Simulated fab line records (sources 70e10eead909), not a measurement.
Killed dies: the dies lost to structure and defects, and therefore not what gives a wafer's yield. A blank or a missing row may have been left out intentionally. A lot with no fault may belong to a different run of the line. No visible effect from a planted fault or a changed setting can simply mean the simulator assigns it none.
What tool caused it? ; flow nand harc ; 11 lots, 33 wafers sampled, at 6 steps of a route of 1159

== WHAT THE GAUGES READ, wafer by wafer ==
NHARC_P_M2_INSPECT_27. Usual: raw defect count at 295, with a standard deviation of 97.
lot;measured;on;raw defect count;flag
L999;day 6 18:47;defect inspect-02;323 185 127;
L101;day 6 22:41;defect inspect-01;311 240 658;
L107;day 8 12:29;defect inspect-02;288 234 167;
L112;day 9 15:01;defect inspect-01;334 169 238;
L110;day 9 15:27;defect inspect-01;162 121 187;
L113;day 10 15:22;defect inspect-02;338 208 335;
L116;day 10 18:43;defect inspect-02;263 266 242;
L118;day 11 04:03;defect inspect-01;153 201 247;
L117;day 11 08:44;defect inspect-01;327 309 264;
L119;day 11 13:35;defect inspect-02;596 307 467;
L120;day 11 15:47;defect inspect-02;324 183 388;

NHARC_END_SORT_01. Usual: defect limited yield 95.4 %, standard deviation 1.6; killed at array 28, standard deviation 11; killed at other 0.9, standard deviation 1.2; killed at periphery 2.6, standard deviation 2.1; killed dies 31, standard deviation 11; killed open 3.1, standard deviation 1.7; killed short 1.9, standard deviation 1.3; sort_bin_2_pct 1.5 %, standard deviation 0.64; sort_bin_3_pct 0.26 %, standard deviation 0.21; sort_bin_4_pct 2.9 %, standard deviation 1.1; sort n pass 646, standard deviation 11; sort rim yield pct 96.4 %, standard deviation 2.3; sort yield pct 95.4 %, standard deviation 1.6.
lot;measured;on;defect limited yield (%);killed at array;killed at other;killed at periphery;killed dies;killed open;killed short;sort_bin_2_pct (%);sort_bin_3_pct (%);sort_bin_4_pct (%);sort n pass;sort rim yield pct (%);sort yield pct (%);flag
L101;day 21 12:03;prober-02;97.6 96.6 66.6;15 22 10;0 0 0;1 1 216;16 23 226;3 1 2;2 2 0;1.0 1.0 10.0;0.15 0.30 2.66;1.2 2.1 20.7;661 654 451;94.3 95.3 72.6;97.6 96.6 66.6;OFF
L116;day 26 14:43;prober-02;93.5 94.2 95.7;42 34 28;0 0 1;2 5 0;44 39 29;5 6 3;3 1 2;1.9 2.1 1.5;0 0.30 0.30;4.6 3.4 2.5;633 638 648;94.3 98.1 96.2;93.5 94.2 95.7;

== WHICH TOOL RAN EACH LOT (tool, then ch and the chambers of the sampled wafers, then the start) ==
lot;NHARC_P_M1_DEP_33;NHARC_P_M2_ETCH_35;NHARC_P_M2_DEGAS_29;NHARC_P_M2_CMP_23
L999;pecvd-03 ch 1,2, day 6 14:45;rie diel-03 ch 0,1,3, day 6 16:17;pvd sputter-01, day 6 17:13;cmp-04 ch 1,2,3, day 6 18:19
L101;pecvd-04 ch 0,1, day 6 18:50;rie diel-04 ch 0,2, day 6 20:10;pvd sputter-01, day 6 21:07;cmp-04 ch 1,2,3, day 6 22:13
L107;pecvd-04 ch 0,2, day 8 08:31;rie diel-03 ch 0,2,3, day 8 10:01;pvd sputter-02, day 8 10:56;cmp-02 ch 0,1, day 8 12:01
L112;pecvd-01 ch 1,2, day 9 11:11;rie diel-03 ch 0,1,2, day 9 12:31;pvd sputter-03, day 9 13:27;cmp-02 ch 1,2,3, day 9 14:35
L110;pecvd-01 ch 0,2, day 9 11:32;rie diel-03 ch 0,3, day 9 12:57;pvd sputter-02, day 9 13:54;cmp-02 ch 2,3, day 9 14:59
L113;pecvd-01 ch 0,1, day 10 11:19;rie diel-04 ch 1,2, day 10 12:52;pvd sputter-02, day 10 13:48;cmp-02 ch 1,2, day 10 14:53
L116;pecvd-04 ch 1,2, day 10 14:29;rie diel-03 ch 1,2, day 10 15:49;pvd sputter-02, day 10 16:47;cmp-04 ch 0,3, day 10 18:16
L118;pecvd-04 ch 0,2, day 11 00:07;rie diel-04 ch 2,3, day 11 01:33;pvd sputter-02, day 11 02:31;cmp-02 ch 0,1,3, day 11 03:40
L117;pecvd-04 ch 0,2, day 11 04:46;rie diel-03 ch 0,2,3, day 11 06:13;pvd sputter-01, day 11 07:11;cmp-02 ch 0,2, day 11 08:15
L119;pecvd-04 ch 0,1, day 11 09:42;rie diel-03 ch 1,2, day 11 11:06;pvd sputter-02, day 11 12:02;cmp-04 ch 0,2, day 11 13:07
L120;pecvd-04 ch 0,1,2, day 11 11:48;rie diel-03 ch 0,1,3, day 11 13:19;pvd sputter-02, day 11 14:13;cmp-04 ch 0,3, day 11 15:20
- NHARC_P_M1_DEP_33: deposits SiCN, target thk 30 nm.
- NHARC_P_M2_ETCH_35: etches the open film in N2/H2, target depth 40 nm, overetch 12 nm, time 43.94 s.
- NHARC_P_M2_DEGAS_29: time 60 s.
- NHARC_P_M2_CMP_23: polishes, t overpolish 20 s, target thk 144.3 nm.

== WHAT THE TOOLS THEMSELVES READ (means of the sampled wafers that have a number; where no wafer has one, the mark that the record gives instead) ==
NHARC_P_M1_DEP_33. Usual: heater power outer w 314 W, standard deviation 33; heater power w 565 W, standard deviation 53.
lot;tool;heater power outer w (W);heater power w (W);flag
L999;pecvd-03;352;637;
L101;pecvd-04;308;557;
L107;pecvd-04;299;544;
L112;pecvd-01;359;629;
L110;pecvd-01;299;568;
L113;pecvd-01;343;589;
L116;pecvd-04;312;560;
L118;pecvd-04;324;601;
L117;pecvd-04;278;530;
L119;pecvd-04;298;540;
L120;pecvd-04;270;520;

NHARC_P_M2_ETCH_35. Usual: drypump motor current A 5.62 A, standard deviation 0.28; oes product au 0.997 a.u., standard deviation 0.0081; rf vpp V 429.7 V, standard deviation 1.6; showerhead plenum p Torr 2.01 Torr, standard deviation 0.05; throttle valve pct 14.170 %, standard deviation 0.0088.
lot;tool;drypump motor current A (A);oes product au (a.u.);rf vpp V (V);showerhead plenum p Torr (Torr);throttle valve pct (%);flag
L999;rie diel-03;5.70;0.998;429.2;2.01;14.164;
L101;rie diel-04;5.59;1.000;428.5;1.95;14.167;
L107;rie diel-03;5.63;0.993;430.0;2.00;14.167;
L112;rie diel-03;5.68;0.994;430.6;2.03;14.175;
L110;rie diel-03;5.68;0.998;428.0;1.98;14.177;
L113;rie diel-04;5.77;1.012;430.0;2.03;14.169;
L116;rie diel-03;5.59;1.000;431.1;2.06;14.164;
L118;rie diel-04;5.18;0.994;430.2;2.04;14.177;
L117;rie diel-03;5.63;0.990;429.2;2.00;14.167;
L119;rie diel-03;5.50;0.994;430.1;2.05;14.178;
L120;rie diel-03;5.71;0.998;429.5;2.01;14.176;

NHARC_P_M2_DEGAS_29. Usual: heater power w at 345 W, with a standard deviation of 28.
lot;tool;heater power w (W);flag
L999;pvd sputter-01;340;
L101;pvd sputter-01;333;
L107;pvd sputter-02;334;
L112;pvd sputter-03;365;
L110;pvd sputter-02;331;
L113;pvd sputter-02;340;
L116;pvd sputter-02;337;
L118;pvd sputter-02;335;
L117;pvd sputter-01;345;
L119;pvd sputter-02;366;
L120;pvd sputter-02;339;

NHARC_P_M2_CMP_23. Usual: motor current A 11.8 A, standard deviation 1.2; time to endpoint s 28.0 s, standard deviation 2.
lot;tool;motor current A (A);time to endpoint s (s);flag
L999;cmp-04;11.5;27.4;
L101;cmp-04;12.5;28.0;
L107;cmp-02;12.7;26.0;
L112;cmp-02;11.1;28.2;
L110;cmp-02;11.4;27.4;
L113;cmp-02;10.2;27.5;
L116;cmp-04;10.8;27.9;
L118;cmp-02;12.1;25.8;
L117;cmp-02;11.4;24.6;
L119;cmp-04;12.3;29.9;
L120;cmp-04;10.8;31.9;

== THE ANSWER, worked out from the rows above alone ==
Rule: a lot is off if the mean of its wafers that have a number lies more than 3 standard deviations from the usual mean. Also off: a lot with no number at a reading for which 4 or more lots have one. Where the step has rows for the other lots, those lots are counted as sound. Order of review: gauges by route order, followed by the tools' own readings, for which a lot's mean as printed above is used. The first step at which some lot is off is used, and at that step the reading that is off furthest; a lot without a number counts as furthest.
Off: L101, at NHARC_END_SORT_01 (killed at periphery). Neither off nor sound, because the step has no rows for them: L999, L107, L112, L110, L113, L118, L117, L119, L120.
A tool fits if, at a process step before that reading, it ran every lot that is off, and no sound lot after the first of them. Gauges at NHARC_END_SORT_01: tried the same way as those tools. This does not decide it: 2 tools fit, namely rie diel-04 at NHARC_P_M2_ETCH_35 and pvd sputter-01 at NHARC_P_M2_DEGAS_29.

== WHAT THE SIMULATOR HAD PUT IN ==
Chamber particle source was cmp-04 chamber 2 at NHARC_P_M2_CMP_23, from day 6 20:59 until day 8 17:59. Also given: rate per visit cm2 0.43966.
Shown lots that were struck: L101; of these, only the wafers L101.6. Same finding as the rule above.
